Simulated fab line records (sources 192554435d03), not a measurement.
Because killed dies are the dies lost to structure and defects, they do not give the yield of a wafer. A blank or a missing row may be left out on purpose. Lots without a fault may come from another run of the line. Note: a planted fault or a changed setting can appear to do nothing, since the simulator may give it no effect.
Matching of chambers | flow n5_finfet | N5_BEOL_M3_ILD_DEP_00 on pecvd-04 has 3 sister chambers
The step deposits SiOC from DEMS/O2, target thk 79 nm, time 15.3 s. 6 wafers are shown with their chamber, then 11 later ones without.

== WAFERS PAIRED WITH THEIR CHAMBERS ==
wafer  | chamber | throttle_valve_pct (%) | showerhead_plenum_p_Torr (Torr)
L087.2 | 2       | 10.3                   | 5.692
L089.2 | 1       | 12.4                   | 5.723
L089.5 | 2       | 10.1                   | 5.686
L091.2 | 1       | 12.4                   | 5.728
L091.6 | 0       | 11.4                   | 5.712
L092.1 | 0       | 11.6                   | 5.727

== WAFERS WITH NO CHAMBER GIVEN ==
wafer  | throttle_valve_pct (%) | showerhead_plenum_p_Torr (Torr)
L092.2 | 12.4                   | 5.727
L092.3 | 10.4                   | 5.685
L093.1 | 11.3                   | 5.703
L093.2 | 12.2                   | 5.732
L093.3 | 10.4                   | 5.688
L094.2 | 12.5                   | 5.722
L094.3 | 11.6                   | 5.713
L094.5 | 11.0                   | 5.724
L095.1 | 11.4                   | 5.718
L095.3 | 10.4                   | 5.688
L095.6 | 11.3                   | 5.720

== WHICH CHAMBER EACH WENT THROUGH ==
wafer  | from the rows above | in truth
L092.2 | 1                   | 1
L092.3 | 2                   | 2
L093.1 | 0                   | 0
L093.2 | 1                   | 1
L093.3 | 2                   | 2
L094.2 | 1                   | 1
L094.3 | 0                   | 0
L094.5 | 0                   | 0
L095.1 | 0                   | 0
L095.3 | 2                   | 2
L095.6 | 0                   | 0
Correct placement for 11 of the 11. Not placeable from these rows: 0. Wrongly placed: 0.
How it was worked out, from the rows above alone: a wafer's distance from a chamber is the root of the sum, over the readings, of the square of ((its reading less the chamber's mean) divided by the reading's scatter). If the next closest chamber is less than 2 further off than the closest, the wafer can't be placed; otherwise it belongs to the closest. For every chamber, the mean is computed from those of its wafers that are shown. How the scatter is found: for the shown wafers, subtract from each reading the mean of its chamber, square and add these, divide the total by (wafers less chambers), then take the root.
